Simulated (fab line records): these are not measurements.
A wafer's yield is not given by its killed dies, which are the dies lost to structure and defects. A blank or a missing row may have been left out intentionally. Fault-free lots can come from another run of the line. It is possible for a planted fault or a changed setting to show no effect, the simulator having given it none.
Matching of chambers | flow n5 finfet | rie diel-01 running N5_BEOL_M2_ETCH_64: 4 sister chambers
The step etches SOC in N2/H2, target depth 75 nm, overetch 22.5 nm, time 121.9 s. 20 wafers are shown with their chamber, then 10 later ones without.

## WAFERS WITH THEIR CHAMBER
wafer  | chamber | throttle valve pct (%) | oes product au (a.u.) | drypump motor current A (A)
L074.1 | 0       | 17.54                  | 0.64                  | 6.0
L074.2 | 3       | 17.98                  | 0.60                  | 5.8
L074.3 | 1       | 17.84                  | 0.52                  | 6.0
L076.1 | 1       | 17.86                  | 0.52                  | 5.9
L076.3 | 0       | 17.55                  | 0.63                  | 6.1
L076.4 | 3       | 17.99                  | 0.59                  | 5.7
L081.1 | 2       | 17.79                  | 0.54                  | 6.2
L081.4 | 3       | 17.99                  | 0.58                  | 5.7
L081.6 | 0       | 17.54                  | 0.62                  | 6.1
L082.1 | 2       | 17.80                  | 0.54                  | 6.2
L082.4 | 0       | 17.57                  | 0.63                  | 6.1
L082.5 | 2       | 17.78                  | 0.54                  | 6.2
L085.1 | 1       | 17.86                  | 0.52                  | 5.9
L085.4 | 2       | 17.80                  | 0.54                  | 6.2
L085.6 | 1       | 17.86                  | 0.52                  | 5.9
L089.1 | 0       | 17.60                  | 0.61                  | 6.1
L089.2 | 1       | 17.89                  | 0.51                  | 6.0
L089.4 | 3       | 18.03                  | 0.57                  | 5.7
L092.1 | 3       | 18.03                  | 0.58                  | 5.7
L092.2 | 2       | 17.83                  | 0.53                  | 6.2

SIGNATURES, as means of the wafers listed above
reading                 | chamber 0 | chamber 1 | chamber 2 | chamber 3 | scatter within a chamber
throttle valve pct      | 17.5600   | 17.8620   | 17.8000   | 18.0040   | 0.0218
oes product au          | 0.6260    | 0.5180    | 0.5380    | 0.5840    | 0.00866
drypump motor current A | 6.080     | 5.940     | 6.200     | 5.720     | 0.0418
Rule: for each reading, subtract the chamber's mean from the wafer's reading, divide by that reading's scatter and square the result; add these up over the readings and take the root, which gives the wafer's distance from the chamber. The wafer belongs to the nearest chamber; if the next one is less than 2 further off, it can't be placed. How the scatter is found: for the shown wafers, subtract from each reading the mean of its chamber, square and add these, divide the total by (wafers less chambers), then take the root.

## WAFERS WHOSE CHAMBER IS MISSING
wafer  | throttle valve pct (%) | oes product au (a.u.) | drypump motor current A (A)
L092.3 | 17.88                  | 0.51                  | 6.0
L091.1 | 17.62                  | 0.61                  | 6.1
L091.4 | 18.04                  | 0.58                  | 5.7
L091.6 | 17.61                  | 0.60                  | 6.1
L093.3 | 17.61                  | 0.60                  | 6.0
L093.4 | 18.03                  | 0.57                  | 5.7
L093.6 | 17.84                  | 0.52                  | 6.2
L097.1 | 17.46                  | 0.70                  | 5.9
L097.4 | 17.86                  | 0.52                  | 6.2
L097.6 | 17.86                  | 0.52                  | 6.2

## EACH ONE'S CHAMBER
wafer  | from the rows above | in truth
L092.3 | 1                   | 1
L091.1 | 0                   | 0
L091.4 | 3                   | 3
L091.6 | 0                   | 0
L093.3 | 0                   | 0
L093.4 | 3                   | 3
L093.6 | 2                   | 2
L097.1 | 0                   | 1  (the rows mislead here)
L097.4 | 2                   | 2
L097.6 | 2                   | 2
9 of 10 placed correctly. Left unplaced by these rows: 0. Number placed wrongly: 1.
